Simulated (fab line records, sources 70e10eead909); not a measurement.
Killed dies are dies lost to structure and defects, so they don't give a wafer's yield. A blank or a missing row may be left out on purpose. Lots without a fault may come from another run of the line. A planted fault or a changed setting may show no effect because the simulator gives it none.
Chamber matching | flow nand_harc | NHARC_A_CHANNEL_FILL_D2_ALD_14 on ald_hk-02: 4 sister chambers
The step deposits SiO2, target thk 2.5 nm, pulse time 10 s, ald cycles 25. 4 wafers are shown with their chamber, then 8 later ones without.

WAFERS WITH THEIR CHAMBER
wafer  | chamber | heater_power_w (W)
L085.4 | 0       | 513
L087.4 | 1       | 498
L087.5 | 2       | 541
L093.2 | 3       | 444

WAFERS WITHOUT THEIR CHAMBER
wafer  | heater_power_w (W)
L093.3 | 534
L093.4 | 493
L094.3 | 509
L094.5 | 458
L094.6 | 496
L095.1 | 512
L095.3 | 498
L095.4 | 543

WHICH CHAMBER EACH WENT THROUGH
wafer  | from the rows above     | in truth
L093.3 | 2                       | 2
L093.4 | 1                       | 1
L094.3 | can't be placed: 0 or 1 | 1
L094.5 | 3                       | 3
L094.6 | 1                       | 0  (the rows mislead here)
L095.1 | 0                       | 0
L095.3 | 1                       | 1
L095.4 | 2                       | 2
Placed correctly: 6 of 8. Can't be placed from these rows: 1 (the true chamber is among the candidates in 1). Placed wrongly: 1.
How it was worked out, from the rows above alone: a wafer's distance from a chamber is the root of the sum, over the readings, of the square of ((its reading less the chamber's mean) divided by the reading's scatter). The wafer belongs to the nearest chamber; if the next one is less than 2 further off, it can't be placed. A chamber's mean is the mean of its shown wafers. The scatter: with one shown wafer a chamber, the root of the mean of the squares of how far each hidden wafer lies from its nearest shown one.
